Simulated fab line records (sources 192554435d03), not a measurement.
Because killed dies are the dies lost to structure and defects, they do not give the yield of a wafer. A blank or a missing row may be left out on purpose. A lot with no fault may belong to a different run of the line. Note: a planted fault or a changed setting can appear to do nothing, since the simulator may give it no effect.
Lot-split experiment | flow n5 finfet | on a route of 1938 steps: 7 lots, 21 wafers read

THE SPLIT ITSELF
At N5_HKMG_FIN_COAT_06 (resist thk 90 nm), the setting spin rpm was moved away from the recipe's 1500 rpm on 7 of the 21 wafers read, by -5.4% to +10.3%. The other wafers ran this setting at the recipe's value.

Split to reading: the file shows no intervening step.

THE READING
CAR-ArF_of_HKMG_FIN_COAT_06.thk nm (the simulator's own value, which no gauge read), in nm, at N5_HKMG_FIN_DESCUM_17 (chemistry O2, time 7.9 s). No usual value for it is given in the file. Here, 14 wafers ran the recipe; their average is 83.6 nm with a standard deviation of 0.54 nm.

wafer  | tool, chamber at the split | spin rpm as run, rpm | against the recipe | CAR-ArF_of_HKMG_FIN_COAT_06.thk nm, nm | against lot-mates on the recipe
L074.1 | litho track-03, 0          | 1500                 | recipe             | 84.6                                   | -
L074.3 | litho track-03, 0          | 1500                 | recipe             | 83.6                                   | -
L074.6 | litho track-03, 0          | 1428                 | -4.8%              | 85.6                                   | +1.5
L080.2 | litho track-01, 0          | 1500                 | recipe             | 83.6                                   | -
L080.3 | litho track-01, 0          | 1500                 | recipe             | 83.4                                   | -
L080.5 | litho track-01, 0          | 1500                 | recipe             | 83.4                                   | -
L089.2 | litho track-02, 0          | 1419                 | -5.4%              | 86                                     | +2.4
L089.4 | litho track-02, 0          | 1419                 | -5.4%              | 85.8                                   | +2.2
L089.6 | litho track-02, 0          | 1500                 | recipe             | 83.6                                   | -
L091.3 | litho track-02, 0          | 1500                 | recipe             | 82.8                                   | -
L091.4 | litho track-02, 0          | 1644                 | +9.6%              | 78.6                                   | -4.2
L091.5 | litho track-02, 0          | 1644                 | +9.6%              | 79.6                                   | -3.2
L092.3 | litho track-01, 0          | 1500                 | recipe             | 84                                     | -
L092.4 | litho track-01, 0          | 1500                 | recipe             | 82.8                                   | -
L092.6 | litho track-01, 0          | 1500                 | recipe             | 82.8                                   | -
L093.1 | litho track-03, 0          | 1654                 | +10.3%             | 80.2                                   | -4.2
L093.4 | litho track-03, 0          | 1654                 | +10.3%             | 80                                     | -4.4
L093.5 | litho track-03, 0          | 1500                 | recipe             | 84.4                                   | -
L097.1 | litho track-02, 0          | 1500                 | recipe             | 83.8                                   | -
L097.4 | litho track-02, 0          | 1500                 | recipe             | 83.8                                   | -
L097.5 | litho track-02, 0          | 1500                 | recipe             | 83.2                                   | -

FIT RESULTS
A straight line over all 21 wafers: CAR-ArF_of_HKMG_FIN_COAT_06.thk nm changes by -0.404 nm for each +1% of spin rpm; r = -0.96; the points scatter about the line by 0.57 nm.
The same after taking each lot's own level away (the mean of its wafers on the recipe; 21 wafers): -0.401 nm for each +1%; r = -0.98; scatter 0.37 nm.
The reading moves by 4.1 nm for the largest change in spin rpm, on that fit.
The lots' own levels span 82.80 to 84.40 nm, that is 3.0 times the standard deviation above.
The two slopes agree, so the slope changes little with the lot-to-lot level.
Check: -4.11 nm against its lot-mates is what the line predicts for one of the wafers moved furthest among these (+10.3%) when that wafer is left out of the fit. Against them it came out at -4.2 nm.

ADDITIONAL SPLITS CARRIED BY THESE WAFERS
Note: prior to the reading, these wafers also went through further splits. Each is held against what the fit with the lots' levels taken away leaves over:
other split on the same wafers | wafers away from the commonest value | r with CAR-ArF_of_HKMG_FIN_COAT_06.thk nm (lot level and that fit taken away)
N5_DUMMY_GATE_ETCH_32 time s   | 4                                    | +0.06
N5_SD_EPI_P_PEB_07 peb time s  | 8                                    | -0.01
N5_SDB_ETCH_18 time s          | 9                                    | +0.12
N5_SDB_ALD_29 ald cycles       | 10                                   | -0.22

THE WHOLE CHAIN: every reading that the file lists as answering this split, in the file's order
step                  | what it does             | reading                                                                             | change (the file's fit)               | r (the file's)
N5_HKMG_FIN_COAT_06   | resist thk 90 nm         | CAR-ArF_of_HKMG_FIN_COAT_06.thk nm (the simulator's own value, which no gauge read) | -0.426 nm for each +1% of the setting | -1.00
N5_HKMG_FIN_DESCUM_17 | chemistry O2, time 7.9 s | CAR-ArF_of_HKMG_FIN_COAT_06.thk nm (the simulator's own value, which no gauge read) | -0.398 nm for each +1% of the setting | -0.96

THE FILE'S OWN FIT
CAR-ArF_of_HKMG_FIN_COAT_06.thk nm changes by -0.398 nm for each +1% of spin rpm, r = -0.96.
